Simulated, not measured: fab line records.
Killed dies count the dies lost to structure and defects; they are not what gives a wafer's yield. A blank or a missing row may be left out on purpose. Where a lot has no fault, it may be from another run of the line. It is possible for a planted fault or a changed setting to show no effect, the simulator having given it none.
Chamber matching | flow nand-harc | pecvd-04 running NHARC_P_GATE_DEP_103: 3 sister chambers
The step deposits SiON, target thk 30 nm. 6 wafers are shown with their chamber, then 12 later ones without.

WAFERS WITH THEIR CHAMBER
wafer  | chamber | heater-power-w (W) | heater-power-outer-w (W)
L083.3 | 1       | 867                | 509
L086.4 | 2       | 960                | 518
L086.5 | 1       | 795                | 456
L089.2 | 2       | 1025               | 541
L089.3 | 0       | 752                | 495
L089.4 | 0       | 768                | 482

WAFERS WITH NO CHAMBER GIVEN
wafer  | heater-power-w (W) | heater-power-outer-w (W)
L090.4 | 694                | 438
L090.5 | 1026               | 583
L090.6 | 888                | 499
L093.1 | 1060               | 593
L093.5 | 1080               | 585
L093.6 | 824                | 477
L094.1 | 797                | 505
L094.3 | 907                | 466
L094.6 | 783                | 505
L096.2 | 946                | 499
L096.4 | 692                | 442
L096.5 | 959                | 510

THE CHAMBER EACH PASSED THROUGH
wafer  | from the rows above          | in truth
L090.4 | can't be placed: 0 or 1      | 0
L090.5 | 2                            | 2
L090.6 | can't be placed: 1 or 2 or 0 | 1
L093.1 | 2                            | 2
L093.5 | 2                            | 2
L093.6 | can't be placed: 1 or 0      | 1
L094.1 | can't be placed: 0 or 1      | 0
L094.3 | can't be placed: 1 or 2 or 0 | 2
L094.6 | can't be placed: 0 or 1      | 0
L096.2 | can't be placed: 2 or 1      | 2
L096.4 | can't be placed: 0 or 1      | 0
L096.5 | 2                            | 2
Correct placement for 4 of the 12. Cannot be placed on the basis of these rows: 8; the candidates contain the true chamber in 8. 0 placed wrongly.
How it was worked out, from the rows above alone: a wafer's distance from a chamber is the root of the sum, over the readings, of the square of ((its reading less the chamber's mean) divided by the reading's scatter). The wafer belongs to the nearest chamber; if the next one is less than 2 further off, it can't be placed. A chamber's mean is the mean of its shown wafers. The scatter: the root of (the sum of the squares of (reading less its chamber's mean) over the shown wafers, divided by (wafers less chambers)).
